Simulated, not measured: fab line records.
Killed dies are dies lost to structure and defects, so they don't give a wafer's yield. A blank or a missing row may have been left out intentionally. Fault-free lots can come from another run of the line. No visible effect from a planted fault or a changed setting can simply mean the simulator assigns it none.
Matching of chambers || flow nandHarc || NHARC_A_CHANNEL_FILL_D2_CMP_10 on cmp-04: 4 sister chambers
The step polishes, target thk 150 nm. 14 wafers are shown with their chamber, then 7 later ones without.

## WAFERS, EACH WITH ITS CHAMBER
{"wafer": "L074.1", "chamber": 1, "motorCurrentA (A)": 13.1, "timeToEndpointS (s)": 14.0, "retainingRingPressureFrac": 1.001}
{"wafer": "L074.2", "chamber": 3, "motorCurrentA (A)": 11.8, "timeToEndpointS (s)": 12.8, "retainingRingPressureFrac": 0.989}
{"wafer": "L074.4", "chamber": 0, "motorCurrentA (A)": 12.5, "timeToEndpointS (s)": 18.7, "retainingRingPressureFrac": 0.996}
{"wafer": "L076.4", "chamber": 3, "motorCurrentA (A)": 12.3, "timeToEndpointS (s)": 12.2, "retainingRingPressureFrac": 1.005}
{"wafer": "L076.5", "chamber": 3, "motorCurrentA (A)": 11.4, "timeToEndpointS (s)": 14.3, "retainingRingPressureFrac": 1.008}
{"wafer": "L076.6", "chamber": 2, "motorCurrentA (A)": 13.8, "timeToEndpointS (s)": 14.0, "retainingRingPressureFrac": 0.999}
{"wafer": "L081.1", "chamber": 1, "motorCurrentA (A)": 13.5, "timeToEndpointS (s)": 16.8, "retainingRingPressureFrac": 0.996}
{"wafer": "L081.3", "chamber": 0, "motorCurrentA (A)": 12.0, "timeToEndpointS (s)": 19.1, "retainingRingPressureFrac": 1.005}
{"wafer": "L081.5", "chamber": 0, "motorCurrentA (A)": 12.0, "timeToEndpointS (s)": 21.3, "retainingRingPressureFrac": 1.005}
{"wafer": "L082.1", "chamber": 3, "motorCurrentA (A)": 11.7, "timeToEndpointS (s)": 13.8, "retainingRingPressureFrac": 1.001}
{"wafer": "L082.4", "chamber": 1, "motorCurrentA (A)": 12.4, "timeToEndpointS (s)": 14.3, "retainingRingPressureFrac": 1.005}
{"wafer": "L082.5", "chamber": 0, "motorCurrentA (A)": 12.1, "timeToEndpointS (s)": 17.4, "retainingRingPressureFrac": 0.996}
{"wafer": "L087.1", "chamber": 2, "motorCurrentA (A)": 14.7, "timeToEndpointS (s)": 16.3, "retainingRingPressureFrac": 1.005}
{"wafer": "L087.4", "chamber": 3, "motorCurrentA (A)": 11.5, "timeToEndpointS (s)": 15.7, "retainingRingPressureFrac": 0.994}

SIGNATURES, as means of the wafers listed above
{"reading": "motorCurrentA", "chamber 0": 12.150, "chamber 1": 13.000, "chamber 2": 14.250, "chamber 3": 11.740, "scatter within a chamber": 0.411}
{"reading": "timeToEndpointS", "chamber 0": 19.125, "chamber 1": 15.033, "chamber 2": 15.150, "chamber 3": 13.760, "scatter within a chamber": 1.51}
{"reading": "retainingRingPressureFrac", "chamber 0": 1.00050, "chamber 1": 1.00067, "chamber 2": 1.00200, "chamber 3": 0.99940, "scatter within a chamber": 0.0062}
Rule: a wafer lies at a distance from a chamber equal to the root of the sum of squares, over the readings, of (its reading less the chamber's mean, divided by the reading's scatter). The wafer belongs to the nearest chamber; if the next one is less than 2 further off, it can't be placed. The scatter is the square root of a quotient: the sum, over the shown wafers, of each reading's squared deviation from its chamber's mean, divided by wafers minus chambers.

## WAFERS WHOSE CHAMBER IS MISSING
{"wafer": "L087.6", "motorCurrentA (A)": 12.4, "timeToEndpointS (s)": 15.7, "retainingRingPressureFrac": 1.001}
{"wafer": "L091.1", "motorCurrentA (A)": 12.0, "timeToEndpointS (s)": 20.6, "retainingRingPressureFrac": 1.002}
{"wafer": "L091.2", "motorCurrentA (A)": 13.7, "timeToEndpointS (s)": 14.9, "retainingRingPressureFrac": 0.994}
{"wafer": "L091.3", "motorCurrentA (A)": 13.0, "timeToEndpointS (s)": 14.5, "retainingRingPressureFrac": 1.010}
{"wafer": "L097.1", "motorCurrentA (A)": 14.1, "timeToEndpointS (s)": 14.8, "retainingRingPressureFrac": 1.003}
{"wafer": "L097.3", "motorCurrentA (A)": 12.1, "timeToEndpointS (s)": 18.8, "retainingRingPressureFrac": 0.995}
{"wafer": "L097.4", "motorCurrentA (A)": 12.9, "timeToEndpointS (s)": 15.3, "retainingRingPressureFrac": 1.005}

## EACH ONE'S CHAMBER
{"wafer": "L087.6", "from the rows above": "can't be placed: 1 or 3 or 0", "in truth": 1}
{"wafer": "L091.1", "from the rows above": 0, "in truth": 0}
{"wafer": "L091.2", "from the rows above": "can't be placed: 2 or 1", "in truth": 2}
{"wafer": "L091.3", "from the rows above": "can't be placed: 1 or 2", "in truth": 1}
{"wafer": "L097.1", "from the rows above": 2, "in truth": 2}
{"wafer": "L097.3", "from the rows above": 0, "in truth": 0}
{"wafer": "L097.4", "from the rows above": 1, "in truth": 1}
Placed correctly: 4 of 7. Not placeable from these rows: 3 (in 3, the candidates include the true chamber). Placed wrongly: 0.
